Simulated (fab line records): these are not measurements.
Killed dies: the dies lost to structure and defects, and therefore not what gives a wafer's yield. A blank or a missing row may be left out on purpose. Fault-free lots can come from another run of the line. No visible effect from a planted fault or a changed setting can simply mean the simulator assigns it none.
One fault through the eyes of 2 desks + flow nandHarc + only its own numbers are on each desk; what lay behind them is given at the end

## THE TOOL OWNER'S DESK: cvdW-02
The tool's own readings at NHARC_P_CONTACT_CVD_23 (deposits W, target thk 200 nm, time 557 s): means of the sampled wafers that have a number, for each lot that ran on this tool. If a lot's mean is further than 4 standard deviations from the usual mean, the lot is out of limits and carries the mark OUT (the distance appears in the brackets).
Columns: A = heaterPowerW at NHARC_P_CONTACT_CVD_23, usual 478 W; B = throttleValvePct at NHARC_P_CONTACT_CVD_23, usual 8.0 %
| lot  | first seen here | A   | B   |
|------|-----------------|-----|-----|
| L567 | day 6 10:45     | 456 | 7.9 |
| L570 | day 7 14:07     | 465 | 7.7 |
| L571 | day 8 08:29     | 464 | 7.6 |
| L572 | day 8 11:45     | 464 | 8.0 |
| L573 | day 9 05:53     | 492 | 7.7 |
| L575 | day 9 12:27     | 468 | 7.7 |
| L579 | day 12 00:30    | 497 | 7.6 |
| L580 | day 12 02:45    | 484 | 7.6 |
| L582 | day 12 22:18    | 432 | 8.0 |
| L584 | day 13 16:11    | 495 | 7.8 |
This desk found nothing out of limits on any of the 10 lots.

## AT THE METROLOGY DESK
Lot by lot, what the gauges showed, no matter which tool ran the lot: averages of those sampled wafers that carry a number. If a lot's mean is further than 4 standard deviations from the usual mean, the lot is out of limits and carries the mark OUT (the distance appears in the brackets).
Columns: A = cdNm at NHARC_THIN_TSV_CD_MEAS_37, usual 5000 nm
| lot  | first seen here | A    |
|------|-----------------|------|
| L566 | day 23 07:06    | 4999 |
| L567 | day 24 16:59    | 4998 |
| L571 | day 25 12:37    | 5003 |
| L570 | day 25 13:51    | 5000 |
| L572 | day 26 08:28    | 5000 |
| L574 | day 27 04:47    | 5001 |
| L573 | day 27 06:03    | 5001 |
| L575 | day 27 19:29    | 5000 |
| L576 | day 28 06:53    | 4999 |
| L578 | day 28 07:43    | 4994 |
| L580 | day 29 12:34    | 4999 |
| L579 | day 29 19:48    | 4998 |
| L582 | day 30 06:03    | 5003 |
| L584 | day 31 22:51    | 4997 |
This desk found nothing out of limits on any of the 14 lots.

## TAKEN TOGETHER
The desk of the tool owner found nothing out of limits.
Metrology desk: nothing out of limits seen.

## WHAT THE SIMULATOR HAD PUT IN
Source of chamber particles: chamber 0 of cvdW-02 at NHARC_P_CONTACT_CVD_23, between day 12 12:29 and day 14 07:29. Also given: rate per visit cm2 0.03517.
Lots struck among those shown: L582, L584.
